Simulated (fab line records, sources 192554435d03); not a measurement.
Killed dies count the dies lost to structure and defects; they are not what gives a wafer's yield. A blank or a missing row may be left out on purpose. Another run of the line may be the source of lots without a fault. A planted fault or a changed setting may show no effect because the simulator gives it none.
The tool behind it: which one? -- flow n5 finfet -- 33 wafers from 11 lots sampled at 2 of the route's 1938 steps

## WHAT THE GAUGES SHOWED, per wafer
N5_BEOL_M4_RC_MEAS_101.
lot,measured,on,DIBL_N (mV/V)
L440,day 9 04:13,prober-02,35.3 34.1 34.1
L441,day 9 01:15,prober-02,35.6 37.3 36.9
L442,day 9 10:55,prober-02,37.2 37.2 39.4
L443,day 9 09:05,prober-02,34.3 35.1 36.7
L447,day 13 12:19,prober-01,35.0 37.5 36.5
L449,day 11 14:51,prober-01,34.9 34.1 34.5
L451,day 13 17:03,prober-01,35.5 36.0 36.7
L460,day 15 22:28,prober-01,38.3 37.2 37.2
L461,day 15 15:25,prober-02,36.2 36.1 35.8

## EACH LOT AND THE TOOL THAT RAN IT (in order: tool; ch and the chambers of the sampled wafers; start)
lot,N5_MOL_CONTACT_COAG_WET_ETCH_26
L440,"wet bench-05 ch 4,5,7, day 5 09:28"
L441,"wet bench-05 ch 0,5,7, day 5 15:28"
L442,"wet bench-05 ch 1,4,7, day 5 23:04"
L443,"wet bench-03 ch 0,1,6, day 6 06:38"
L447,"wet bench-04 ch 0,2,6, day 7 05:37"
L449,"wet bench-05 ch 0,5,6, day 7 16:10"
L451,"wet bench-04 ch 2,4,5, day 8 07:14"
L454,"wet bench-04 ch 2,3,4, day 9 00:45"
L455,"wet bench-05 ch 3,4,7, day 9 19:16"
L460,"wet bench-05 ch 1,3,4, day 10 20:26"
L461,"wet bench-04 ch 4,5,6, day 10 20:46"
- N5_MOL_CONTACT_COAG_WET_ETCH_26: target Co, target depth 13 nm.

## THE ANSWER, worked out from the rows above alone
Rule: the usual values come from the lots themselves. Put in order of their means at a reading, lots are off if they are a third of the lots or fewer, leave a main group of 4 or more, and stand apart from it by a gap of 3 or more times the standard deviation of the main group's means; of several such gaps the widest counts. If all means in a main group match to the digits the tables above print for the reading, that group is not used. Also off: a lot with no number at a reading for which 4 or more lots have one. All remaining lots with rows at the step are treated as sound.
None of the lots is off at any reading shown; this tells nothing.

## WHAT HAD BEEN PUT IN BY THE SIMULATOR
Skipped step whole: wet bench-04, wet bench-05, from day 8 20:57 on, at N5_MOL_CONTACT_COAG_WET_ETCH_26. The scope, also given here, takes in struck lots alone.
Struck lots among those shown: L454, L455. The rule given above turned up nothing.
